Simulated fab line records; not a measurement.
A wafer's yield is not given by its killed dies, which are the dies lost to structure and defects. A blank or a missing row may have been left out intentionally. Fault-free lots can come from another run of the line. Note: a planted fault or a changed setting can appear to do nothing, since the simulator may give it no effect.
fab line records	flow nand_harc
[record] lots = 12	wafers = 36	last_day = 34
route steps=1302 shown A_SGD_CUT@907 A_WL_FILL@954 END@1302
lots untouched by any fault: they come from a run of this same line in which no faults occurred
start_h: the number of hours between the record's first day and the start of the first shown wafer of the lot	wait_h: hours from the lot's prior step to this one	" as in the row above	L1.1+2: a row that stands for several wafers	- value missing, or start not given	* or withheld: withheld	< > ~ a bound
route shown NAME@n: names a module that has steps shown in the file, with the first one's number in the route	usual: mean/standard deviation taken from wafers without a fault	same: alike in all rows	chamber/n: place in a boat	sites: the reading at each site	_std_site: standard deviation of those values	_edge_site: the outer-site mean with the inner-site mean subtracted	radius_mm: how far each site lies from the wafer's centre	mask NAME#n: copy n	behind: the most recent tool/chamber to have shaped the wafer	hold: the reason the lot was held/the length of the hold in hours/how it ended	device: the transistor (n, p or np) that didn't switch	end of line: tests run on the same wafers once the route is complete	where a step has no rows: the recipe by itself	killed: dies that structure and defects cost at the first sort, which is not the same as the wafer's yield	map: dies across one wafer; x = killed, . = not, _ = none there
set.NAME: setting as actually run; set.NAME@STEP: the setting as run at that earlier step	model.NAME: the simulator's own value behind a step, which no gauge read
steps of the route over a sample of lots; a table a step, a row a wafer
services: when a tool's chamber went out of use (start_h, in hours from the record's first day, below 0 if earlier), for how many hours, and the reason
[[steps]]
[step NHARC_A_SGD_CUT_ETCH_15]
[recipe] target_depth_a = 750	time_s = 64.3	ch3f_flow_sccm = 50	o2_flow_sccm = 30	ar_flow_sccm = 200	rf_w = 500	bias_w = 100	chemistry = CH3F/O2
[usual] drypump_motor_current_A = 5.9/0.41	oes_product_au = 0.969/0.016	rf_vpp_V = 263.9/1.6	showerhead_plenum_p_Torr = 2.46/0.1	throttle_valve_pct = 20.664/0.0085
lot.wafer	tool	chamber	start_h	wait_h	drypump_motor_current_A	oes_product_au	rf_hours_counter_h	rf_vpp_V	showerhead_plenum_p_Torr	throttle_valve_pct
L330.4	rie_diel-10	0	-	-	5.9	0.987	2	265.2	2.49	20.669
L330.2	"	1	"	"	5.4	1.005	2	261.7	2.30	20.664
L330.3	"	2	"	"	5.5	0.965	2	261.9	2.42	20.662
L334.2	rie_diel-01	0	-	-	6.0	0.960	6	264.8	2.56	20.675
L334.4	"	1	"	"	5.4	0.961	6	265.7	2.61	20.664
L334.5	"	0	"	"	6.0	0.959	-	266.2	2.56	20.668
L333.1	rie_diel-10	0	-	-	5.9	0.974	5	264.2	2.49	20.667
L333.6	"	0	"	"	5.9	0.976	-	263.0	2.49	20.670
L333.5	"	1	"	"	5.4	0.970	-	262.4	2.30	20.673
L336.4	rie_diel-01	2	-	-	6.6	0.987	7	261.3	2.30	20.663
L336.3	"	3	"	"	6.3	0.970	7	262.9	2.39	20.651
L336.6	"	1	"	"	5.4	0.975	-	266.0	2.61	20.645
L337.4	rie_diel-10	3	-	-	5.9	0.958	-	265.7	2.53	20.677
L337.6	"	0	"	"	5.9	0.980	-	264.2	2.49	20.661
L337.5	"	1	"	"	5.4	0.965	-	261.2	2.30	20.670
L338.4	rie_diel-07	0	-	-	5.5	0.946	5	267.1	2.52	20.662
L338.1	"	2	"	"	6.6	0.915	4	265.1	2.48	20.668
L338.5	"	1	"	"	5.4	0.918	-	264.1	2.48	20.657
L340.4	rie_diel-10	3	-	-	5.9	0.982	7	264.8	2.53	20.664
L340.3	"	0	"	"	5.9	0.980	7	264.6	2.49	20.652
L340.2	"	2	"	"	5.5	0.969	6	262.6	2.42	20.654
L339.1	rie_diel-01	0	-	-	6.0	0.949	10	265.8	2.56	20.663
L339.2	"	2	"	"	6.5	0.995	11	260.5	2.30	20.668
L339.6	"	1	"	"	5.4	0.978	-	265.3	2.61	20.641
L341.1	rie_diel-07	2	-	-	6.5	0.973	6	264.6	2.48	20.665
L341.4	"	3	"	"	5.9	0.954	6	263.6	2.49	20.667
L341.5	"	1	"	"	5.4	0.985	-	264.8	2.48	20.663
L348.1	rie_diel-10	0	-	-	5.9	0.942	2	263.8	2.49	20.670
L348.4	"	1	"	"	5.4	0.956	1	261.6	2.30	20.670
L348.2	"	2	"	"	5.5	0.945	1	262.0	2.41	20.676
L350.1	rie_diel-07	1	-	-	5.4	0.967	14	263.6	2.48	20.659
L350.4	"	0	"	"	5.5	0.968	-	264.5	2.52	20.664
L350.5	"	1	"	"	5.4	0.961	-	263.7	2.48	20.657
L353.1	rie_diel-01	2	-	-	6.6	0.952	7	263.2	2.30	20.663
L353.6	"	0	"	"	6.0	0.962	-	266.5	2.56	20.661
L353.5	"	1	"	"	5.4	0.974	-	265.7	2.61	20.658
[step NHARC_A_WL_FILL_ALD_02]
[recipe] target_thk_a = 20	pulse_time_s = 3	ald_cycles = 100	temp_c = 450	material = TiN
[usual] heater_power_w = 1047/140	precursor_pulse_height_rel = 1.001/0.019
lot.wafer	tool	chamber	start_h	wait_h	heater_power_w	precursor_pulse_height_rel
L330.3	ald_metal-02	0	480.95	0.1	966	0.989
L330.4	"	2	"	"	938	1.014
L330.2	"	3	"	"	1370	0.963
L334.2	ald_metal-01	0	522.54	0.2	1005	1.022
L334.4	"	2	"	"	1150	0.972
L334.5	"	3	"	"	1054	0.991
L333.1	ald_metal-02	3	528.17	0.2	1379	1.006
L333.5	"	3	"	"	1380	0.981
L333.6	"	0	"	"	975	1.013
L336.4	ald_metal-04	0	528.20	0.1	958	0.988
L336.3	"	1	"	"	923	1.015
L336.6	"	3	"	"	918	1.022
L337.4	ald_metal-01	1	536.77	0.2	1154	1.034
L337.6	"	2	"	"	1184	0.989
L337.5	"	3	"	"	1030	1.032
L338.1	ald_metal-02	1	554.08	0.2	916	0.984
L338.4	"	3	"	"	1385	1.011
L338.5	"	2	"	"	943	1.013
L340.4	ald_metal-01	3	567.91	0.1	1045	1.021
L340.2	"	0	"	"	1010	1.044
L340.3	"	2	"	"	1176	1.009
L339.1	ald_metal-02	2	569.52	0.2	910	1.006
L339.2	"	0	"	"	976	1.018
L339.6	"	3	"	"	1388	1.002
L341.4	ald_metal-04	2	577.93	0.2	1155	0.997
L341.1	"	3	"	"	947	1.019
L341.5	"	0	"	"	1002	0.993
L348.4	ald_metal-02	1	655.60	0.1	913	1.038
L348.1	"	2	"	"	879	0.991
L348.2	"	3	"	"	1390	1.032
L350.4	ald_metal-04	2	673.74	0.1	1162	1.019
L350.1	"	3	"	"	923	1.017
L350.5	"	3	"	"	898	1.003
L353.1	ald_metal-02	1	685.33	0.3	919	1.010
L353.5	"	2	"	"	890	1.010
L353.6	"	3	"	"	1379	1.014
[step NHARC_A_WL_FILL_ETCHBACK_04]
[recipe] target_depth_a = 600	time_s = 120	chemistry = NF3
[usual] drypump_motor_current_A = 5.49/0.29	he_backside_leak_sccm = 3.21/0.15	oes_product_au = 1.001/0.013
lot.wafer	tool	chamber	start_h	wait_h	drypump_motor_current_A	he_backside_leak_sccm	oes_product_au	rf_hours_counter_h
L330.2	rie_metal-02	1	481.76	0.3	5.44	3.15	0.992	0.2
L330.3	"	1	"	"	5.45	3.27	1.007	-
L330.4	"	0	"	"	5.94	3.20	1.019	-
L334.2	rie_metal-02	1	523.34	0.4	5.42	3.22	1.017	1.0
L334.4	"	1	"	"	5.42	3.20	1.013	-
L334.5	"	0	"	"	5.98	3.08	1.035	-
L333.1	rie_metal-02	0	529.01	0.3	5.95	3.40	1.031	1.2
L333.6	"	1	"	"	5.45	3.23	1.007	-
L333.5	"	0	"	"	5.96	3.45	1.029	-
L336.4	rie_metal-03	1	529.03	0.2	5.19	3.35	1.006	-
L336.3	"	0	"	"	5.58	3.09	0.997	-
L336.6	"	0	"	"	5.54	2.95	0.988	-
L337.4	rie_metal-01	0	537.67	0.4	5.12	3.20	1.005	-
L337.5	"	0	"	"	5.14	2.99	0.990	-
L337.6	"	0	"	"	5.13	3.21	1.002	-
L338.1	rie_metal-02	0	554.88	0.3	5.95	3.17	1.007	1.5
L338.4	"	1	"	"	5.44	3.18	1.015	-
L338.5	"	0	"	"	5.96	3.22	1.017	-
L340.2	rie_metal-03	0	568.76	0.3	5.61	3.13	1.001	0.6
L340.4	"	1	"	"	5.21	3.39	0.997	-
L340.3	"	0	"	"	5.59	3.01	0.992	-
L339.2	rie_metal-02	1	570.35	0.3	5.41	3.15	1.007	1.8
L339.1	"	0	"	"	5.98	3.29	1.016	1.8
L339.6	"	0	"	"	5.97	3.34	1.004	-
L341.1	rie_metal-02	0	578.82	0.4	5.93	3.37	1.012	2.0
L341.4	"	0	"	"	5.92	3.44	1.013	-
L341.5	"	0	"	"	5.96	3.40	1.008	-
L348.2	rie_metal-02	1	656.37	0.3	5.45	3.21	1.004	0.2
L348.1	"	0	"	"	5.93	3.28	1.024	0.2
L348.4	"	0	"	"	5.93	3.06	1.025	-
L350.1	rie_metal-02	1	674.55	0.3	5.44	3.13	1.016	0.8
L350.4	"	1	"	"	5.45	3.13	1.009	-
L350.5	"	1	"	"	5.42	3.23	1.009	-
L353.1	rie_metal-03	0	686.06	0.3	5.60	3.05	0.990	3.0
L353.5	"	1	"	"	5.22	3.33	0.996	-
L353.6	"	0	"	"	5.60	3.23	0.984	-
[step NHARC_A_WL_FILL_CVD_23]
[recipe] target_thk_a = 400	temp_c = 620	pressure_mtorr = 200	time_s = 800	material = poly-Si
[usual] spike_tc_bottom_C = 640.2/1.2	spike_tc_lower_C = 620.4/1.1	zone_power_lower_pct = 9.6/0.99
lot.wafer	tool	chamber	start_h	wait_h	spike_tc_bottom_C	spike_tc_lower_C	zone_power_lower_pct
L330.2	lpcvd_poly-02	0	492.92	2.1	640.5	621.1	10.5
L330.3	"	0	"	"	640.0	622.7	10.6
L330.4	"	0	"	"	639.9	621.1	10.6
L334.2	lpcvd_poly-02	0	536.52	2.4	640.7	620.9	10.6
L334.4	"	0	"	"	640.0	621.1	10.6
L334.5	"	0	"	"	640.5	620.6	10.4
L333.1	lpcvd_poly-03	0	540.52	2.3	640.3	619.8	8.2
L333.5	"	0	"	"	640.6	619.0	8.2
L333.6	"	0	"	"	640.1	619.1	8.4
L336.3	lpcvd_poly-03	0	540.52	2.3	641.5	619.5	8.2
L336.4	"	0	"	"	640.1	618.5	8.2
L336.6	"	0	"	"	641.8	619.2	8.3
L337.4	lpcvd_poly-04	0	550.81	2.4	640.3	621.0	9.0
L337.5	"	0	"	"	639.1	617.8	9.1
L337.6	"	0	"	"	638.0	619.8	9.1
L338.1	lpcvd_poly-02	0	568.23	2.4	642.4	621.2	10.8
L338.4	"	0	"	"	640.2	620.0	10.6
L338.5	"	0	"	"	639.0	621.8	10.7
L340.2	lpcvd_poly-04	0	581.51	2.4	641.8	619.5	9.1
L340.3	"	0	"	"	639.6	617.8	9.1
L340.4	"	0	"	"	641.6	619.3	9.1
L339.1	lpcvd_poly-04	0	584.60	2.4	640.6	619.3	9.1
L339.2	"	0	"	"	639.9	619.5	9.3
L339.6	"	0	"	"	640.8	620.2	9.2
L341.1	lpcvd_poly-02	0	591.63	2.1	640.0	620.4	10.7
L341.4	"	0	"	"	639.0	620.5	10.5
L341.5	"	0	"	"	639.9	619.9	10.5
L348.1	lpcvd_poly-04	0	700.31	32.4	641.4	619.6	9.1
L348.2	"	0	"	"	641.1	619.5	9.1
L348.4	"	0	"	"	639.6	620.1	9.1
L353.1	lpcvd_poly-02	0	700.68	2.4	642.0	620.2	10.6
L353.5	"	0	"	"	640.7	621.4	10.5
L353.6	"	0	"	"	639.3	620.2	10.3
L350.1	lpcvd_poly-02	0	717.71	32.4	639.8	620.0	10.4
L350.4	"	0	"	"	639.3	620.5	10.5
L350.5	"	0	"	"	639.8	621.2	10.6
[step NHARC_END_SORT_01]
[recipe] temp_c = 25
[usual] killed_at_array = 59/21	killed_at_other = 1.0/1.1	killed_at_periphery = 4.0/2.6	killed_dies = 64/21	killed_open = 3.2/1.7	killed_short = 2.5/1.5
[same] gross_dies = 677
lot.wafer	tool	chamber	start_h	wait_h	killed_at_array	killed_at_other	killed_at_periphery	killed_dies	killed_open	killed_short
L348.1	prober-01	0	782.22	2.5	59	1	5	65	6	2
L348.2	prober-01	0	783.00	2.7	59	1	6	66	4	1
L348.4	prober-01	0	784.57	3.3	57	0	3	60	5	6
L350.1	prober-02	0	804.18	2.5	39	0	5	44	4	1
L350.4	prober-02	0	806.58	3.4	46	4	3	53	4	1
L350.5	prober-02	0	807.39	3.7	47	1	2	50	3	1
// killed by level:class
L348.1 A_CHANNEL_HOLE_D2:chamber_film_flake=23 A_CHANNEL_HOLE_D1:chamber_film_flake=15 A_CONTACT:chamber_film_flake=6 A_SLIT:chamber_film_flake=4 A_CHANNEL_FILL_D1:geometric_particle:open=2 P_STI:chamber_film_flake=2 A_WL_FILL:chamber_film_flake=2 P_CONTACT:geometric_particle:open=1
L348.2 A_CHANNEL_HOLE_D2:chamber_film_flake=25 A_CHANNEL_HOLE_D1:chamber_film_flake=18 A_SLIT:chamber_film_flake=7 A_CONTACT:chamber_film_flake=5 P_M1:chamber_film_flake=3 P_GATE:geometric_particle:open=1 P_CONTACT:geometric_particle:open=1 A_ONON_D2:geometric_particle:open=1
L348.4 A_CHANNEL_HOLE_D2:chamber_film_flake=22 A_CHANNEL_HOLE_D1:chamber_film_flake=11 A_SLIT:chamber_film_flake=6 A_CONTACT:chamber_film_flake=3 A_M0:geometric_particle:open=2 P_M1:chamber_film_flake=2 A_STAIRCASE:chamber_film_flake=2 P_M0:geometric_particle:open=1
L350.1 A_SLIT:chamber_film_flake=30 A_CONTACT:chamber_film_flake=4 A_CHANNEL_HOLE_D2:chamber_film_flake=2 P_STI:geometric_particle:short=1 P_M0:geometric_particle:open=1 P_M1:geometric_particle:open=1 A_ONON_D1:geometric_particle:open=1 A_CHANNEL_FILL_D1:geometric_particle:open=1
L350.4 A_SLIT:chamber_film_flake=33 A_STAIRCASE:chamber_film_flake=7 A_CONTACT:chamber_film_flake=3 THIN_TSV:chamber_film_flake=3 P_CONTACT:geometric_particle:short=1 P_M0:geometric_particle:open=1 A_SOURCE_PLATE:geometric_particle:open=1 A_CHANNEL_HOLE_D2:geometric_particle:open=1
L350.5 A_SLIT:chamber_film_flake=34 A_CHANNEL_FILL_D1:chamber_film_flake=3 A_CHANNEL_HOLE_D1:chamber_film_flake=2 A_STAIRCASE:chamber_film_flake=2 A_CONTACT:chamber_film_flake=2 P_GATE:geometric_particle:open=1 A_SGD_CUT:geometric_particle:open=1 A_WL_FILL:geometric_particle:short=1
[[services]]
tool	chamber	start_h	hours	kind
rie_diel-07	3	427.06	7.1	repair
ald_metal-02	-	432.00	10.0	pm
rie_diel-07	2	442.55	3.9	repair
rie_metal-03	1	448.42	39.6	repair
rie_metal-02	-	454.00	9.0	pm
ald_metal-01	2	468.66	22.7	repair
rie_diel-10	0	469.91	1.8	repair
rie_diel-07	-	471.26	9.0	pm
ald_metal-04	-	474.00	10.0	pm
rie_metal-03	0	478.91	6.2	repair
rie_diel-10	0	499.74	4.9	repair
rie_diel-10	2	509.50	4.9	repair
rie_diel-01	0	555.35	1.4	repair
rie_diel-01	-	557.80	9.0	pm
rie_diel-01	2	585.60	7.8	repair
rie_diel-10	-	596.50	9.0	pm
rie_metal-02	-	603.92	1.2	repair
ald_metal-02	-	610.00	10.0	pm
rie_metal-02	0	625.90	4.5	repair
rie_metal-02	-	631.00	9.0	pm
rie_diel-01	3	637.68	29.2	repair
ald_metal-02	0	639.41	14.5	repair
rie_diel-01	0	662.68	1.5	repair
rie_metal-02	0	666.97	12.0	repair
[[key]]
[first_sign] step = NHARC_A_WL_FILL_CVD_23	reading = wait_h	direction = changed
effect none on later readings
met_at NHARC_A_WL_FILL_CVD_23
struck_lots L348,L350
struck_wafers L348.1,L348.2,L348.4,L350.1,L350.4,L350.5
tester_left_out L348,L350
not_acting_at NHARC_A_SGD_CUT_ETCH_15,NHARC_A_WL_FILL_ALD_02,NHARC_A_WL_FILL_ETCHBACK_04
[fault] kind = queue_time_violation	tool = lpcvd_poly-02,lpcvd_poly-03,lpcvd_poly-04	chamber = 0	onset_h = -	steps = NHARC_A_WL_FILL_CVD_23	delay_hr = 30	scope = struck_lots_only
// tester_left_out: of these lots the tester's yield and bins aren't shown, on N5 and GAA mostly nor the transistor test; their killed dies are dies lost to structure and defects alone, not to doping, threshold or leakage, so they don't give the yield
